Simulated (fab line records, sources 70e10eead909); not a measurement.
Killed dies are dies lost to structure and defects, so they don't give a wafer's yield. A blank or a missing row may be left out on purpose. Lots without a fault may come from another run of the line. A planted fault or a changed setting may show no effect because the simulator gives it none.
Chamber matching | flow nand_harc | NHARC_P_M0_DESCUM_14 on rie_diel-09: 4 sister chambers
The step chemistry O2, time 3 s. 4 wafers are shown with their chamber, then 11 later ones without.

WAFERS WITH THEIR CHAMBER
wafer  | chamber | drypump_motor_current_A (A)
L079.5 | 1       | 6.0
L085.6 | 3       | 5.6
L086.5 | 0       | 5.2
L089.1 | 2       | 4.7

WAFERS WITHOUT THEIR CHAMBER
wafer  | drypump_motor_current_A (A)
L089.5 | 5.2
L089.6 | 4.7
L090.2 | 4.7
L090.3 | 6.0
L090.6 | 6.0
L092.1 | 5.2
L092.3 | 4.7
L092.5 | 6.1
L095.3 | 5.6
L095.5 | 5.5
L095.6 | 4.7

WHICH CHAMBER EACH WENT THROUGH
wafer  | from the rows above | in truth
L089.5 | 0                   | 0
L089.6 | 2                   | 2
L090.2 | 2                   | 2
L090.3 | 1                   | 1
L090.6 | 1                   | 1
L092.1 | 0                   | 0
L092.3 | 2                   | 2
L092.5 | 1                   | 1
L095.3 | 3                   | 3
L095.5 | 3                   | 3
L095.6 | 2                   | 2
Placed correctly: 11 of 11. Can't be placed from these rows: 0. Placed wrongly: 0.
How it was worked out, from the rows above alone: a wafer's distance from a chamber is the root of the sum, over the readings, of the square of ((its reading less the chamber's mean) divided by the reading's scatter). The wafer belongs to the nearest chamber; if the next one is less than 2 further off, it can't be placed. A chamber's mean is the mean of its shown wafers. The scatter: with one shown wafer a chamber, the root of the mean of the squares of how far each hidden wafer lies from its nearest shown one.
